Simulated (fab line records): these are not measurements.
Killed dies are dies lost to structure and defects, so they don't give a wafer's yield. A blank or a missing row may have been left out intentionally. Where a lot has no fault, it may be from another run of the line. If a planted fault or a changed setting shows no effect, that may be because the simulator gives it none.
Comparing a struck lot with a sound one | flow nand_harc | 15 out of 1302 route steps
Sound: the wafers L799.2, L799.3, L799.6. Struck: wafers L806.1, L806.3. (L806.4 of the same lot was not struck and is left out.) The cause comes at the end.
Per side, at each step with rows, come the tool, then ch with its chambers, and then its first start. Under that, the readings that differ: sound wafers | struck wafers | difference of the means | sigmas: that difference in standard deviations of wafers without a fault.
alike: a reading whose means differ by less than 2 such deviations, as well as words and numbers matching on both sides. not compared: withheld readings; readings where some wafer has no value; bounds like >300 that might hide an equal value; numbers whose values overlap and for which the record gives no deviation.
The two part at a step that has a row with sigmas, a row that says differs or no value, or rows on one side only. When numbers do not overlap yet have no deviation, they are printed without sigmas and do not part them. A reading that every wafer of one side lacks parts them only if that side has two wafers or more.

NHARC_P_CONTACT_ETCH_35: etches the open film in CF4, target depth 39 nm, time 65 s.
  sound on rie_diel-11 ch 1,3, day 7 13:53; struck on rie_diel-11 ch 0,3, day 10 01:02
  alike: drypump_motor_current_A, oes_product_au, rf_vpp_V, showerhead_plenum_p_Torr, throttle_valve_pct
  not compared: rf_hours_counter_h
NHARC_P_CONTACT_ETCH_36: etches the open film in N2/H2, target depth 260 nm, time 406.25 s.
  sound: rie_diel-11 ch 1,2,3; struck: rie_diel-11 ch 0,1
  alike: drypump_motor_current_A, n2_flow_sccm, oes_product_au, rf_vpp_V, showerhead_plenum_p_Torr, throttle_valve_pct
  not compared: rf_hours_counter_h
NHARC_P_CONTACT_ETCH_18: etches the open film in C4F8/O2/Ar, target depth 481 nm, time 240.5 s.
  sound: rie_diel-11 ch 1,3; struck: rie_diel-11 ch 0,3
  alike: oes_product_au, rf_vpp_V
  not compared: rf_hours_counter_h
then, 1 step without rows for these wafers: NHARC_P_CONTACT_STRIP_37 (strips in C4F8/O2/Ar).
NHARC_P_CONTACT_ETCH_31: etches the open film in CH3F/O2, target depth 30 nm, time 85.7 s.
  sound: rie_diel-11 ch 1,2,3; struck: rie_diel-11 ch 1,2
  reading               | sound             | struck      | difference | sigmas
  oes_product_au (a.u.) | 0.979 0.994 0.985 | 0.935 0.948 | -0.044     | -3
  alike: drypump_motor_current_A, rf_vpp_V, showerhead_plenum_p_Torr, throttle_valve_pct
  not compared: rf_hours_counter_h
NHARC_P_CONTACT_CD_MEAS_19:
  sound: cd_sem-03 at day 7 14:48; struck: cd_sem-01 at day 10 01:49
  alike: cd_nm
then, 5 steps without rows for these wafers: NHARC_P_CONTACT_STRIP_28 (strips in O2); NHARC_P_CONTACT_STRIP_29 (strips in post etch residue remover, time 1200 s); NHARC_P_CONTACT_DEGAS_38 (time 60 s); NHARC_P_CONTACT_PRE_CLEAN_39 (time 19.5 s); NHARC_P_CONTACT_PVD_32 (deposits Ti, target thk 5 nm, time 17.7 s).
NHARC_P_CONTACT_ALD_22: deposits TiN, target thk 3 nm, pulse time 1 s, ald cycles 150.
  sound on ald_metal-01 ch 0,1, day 7 15:44; struck on ald_metal-04 ch 2,3, day 10 02:48
  alike: heater_power_w, precursor_pulse_height_rel
NHARC_P_CONTACT_CVD_23: deposits W, target thk 200 nm, time 557 s.
  sound on cvd_w-01 ch 0,1, day 7 15:56; struck on cvd_w-01 ch 0, day 10 02:59
  alike: heater_power_w, throttle_valve_pct
NHARC_P_CONTACT_CMP_24: polishes, t overpolish 30 s, target thk 200 nm.
  sound on cmp-01 ch 0,1, day 7 16:37; struck on cmp-03 ch 1,2, day 10 03:38
  reading                | sound    | struck | difference | sigmas
  time_to_endpoint_s (s) | 34 42 34 | 69 61  | +28        | +8
  alike: edge_zone_pressure_frac, motor_current_A, overpolish_run_s
after that, 1 step had no rows for these wafers: NHARC_END_SORT_01.

== WHERE THEY PART ==
First at NHARC_P_CONTACT_ETCH_31; last, within this record, at NHARC_P_CONTACT_CMP_24.

WHY: what had been put in by the simulator
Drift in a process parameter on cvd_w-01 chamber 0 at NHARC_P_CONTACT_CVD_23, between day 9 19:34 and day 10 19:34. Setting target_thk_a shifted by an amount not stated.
